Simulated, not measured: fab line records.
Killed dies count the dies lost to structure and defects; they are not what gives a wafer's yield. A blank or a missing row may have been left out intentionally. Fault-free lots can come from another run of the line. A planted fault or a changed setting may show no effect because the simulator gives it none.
One fault through the eyes of 3 desks | flow n5-finfet | what lay behind the numbers comes last; until then each desk has only its own

== THE METROLOGY DESK ==
Means of the sampled wafers that have a number, per lot and without regard to the tool the lot ran on: this is what the gauges read. Any lot whose mean is over 4 standard deviations away from the usual mean is out of limits and marked OUT; that distance is given in the brackets.
Columns: A = cd-nm at N5_BEOL_M10_CD_MEAS_28, usual 70.3 nm; B = V9_OVL at N5_BEOL_M10_OVL_MEAS_29, usual 0.1 nm
lot  | first seen here | A    | B
L389 | day 10 11:25    | 70.2 | 0.1
L388 | day 10 22:20    | 69.6 | 0.3
L398 | day 12 19:32    | 71.3 | 0.0
L407 | day 15 14:39    | 72.0 | -0.0
L410 | day 15 23:43    | 71.0 | -0.5
This desk's finding: nothing out of limits on any of the 5 lots.

== THE DEFECT DESK ==
For each lot, the counts of the inspections along the route, averaged over the sampled wafers that have a number. Any lot whose mean is over 4 standard deviations away from the usual mean is out of limits and marked OUT; that distance is given in the brackets.
Columns: A = raw-defect-count at N5_BEOL_M10_INSPECT_30, usual 390
lot  | first seen here | A
L389 | day 10 11:29    | 291
L388 | day 10 22:23    | 508
L398 | day 12 19:35    | 367
L407 | day 15 14:43    | 340
L410 | day 15 23:46    | 419
This desk's finding: nothing out of limits on any of the 5 lots.

== THE TOOL OWNER'S DESK: rie-diel-02 ==
The tool's own readings at N5_BEOL_M10_VIA_ETCH_34 (etches SiCOH lowk in C4F6/O2, target depth 184.5 nm, time 69.2 s): means of the sampled wafers that have a number, for each lot that ran on this tool. Any lot whose mean is over 4 standard deviations away from the usual mean is out of limits and marked OUT; that distance is given in the brackets.
Columns: A = bias-w at N5_BEOL_M10_VIA_ETCH_34, usual 185.0 W; B = drypump-motor-current-A at N5_BEOL_M10_VIA_ETCH_34, usual 5.8 A; C = oes-product-au at N5_BEOL_M10_VIA_ETCH_34, usual 0.77 a.u.; D = rf-vpp-V at N5_BEOL_M10_VIA_ETCH_34, usual 662 V; E = run-length-s at N5_BEOL_M10_VIA_ETCH_34, usual 92.5 s; F = showerhead-plenum-p-Torr at N5_BEOL_M10_VIA_ETCH_34, usual 2.83 Torr; G = throttle-valve-pct at N5_BEOL_M10_VIA_ETCH_34, usual 21.00 %
lot  | first seen here | A     | B   | C    | D   | E              | F    | G
L389 | day 10 11:43    | 185.1 | 5.4 | 0.86 | 652 | 92.4           | 2.88 | 20.98
L398 | day 12 20:11    | 184.8 | 6.0 | 0.76 | 667 | 98.4 (+16) OUT | 2.88 | 21.01
This desk's finding: out of limits on L398; first on L398, day 12 20:11 (run-length-s at N5_BEOL_M10_VIA_ETCH_34). L389: within limits.

== PUT TOGETHER ==
An alarm could have come from the tool owner's desk at day 12 20:11, on L398.
From the metrology desk's view, nothing was out of limits.
Nothing the defect desk looked at was out of limits.
The metrology desk has L398 on record, within its limits.
The defect desk has L398 on record, within its limits.
N5_BEOL_M10_VIA_ETCH_34 was run on rie-diel-02 by each of the lots named.

== WHAT THE SIMULATOR HAD PUT IN ==
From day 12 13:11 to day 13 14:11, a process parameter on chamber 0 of rie-diel-02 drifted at N5_BEOL_M10_VIA_ETCH_34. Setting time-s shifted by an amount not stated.
Shown lots that were struck: L398.
Each desk's first reading out of limits, in hours after the fault started: the tool owner's desk, 7.
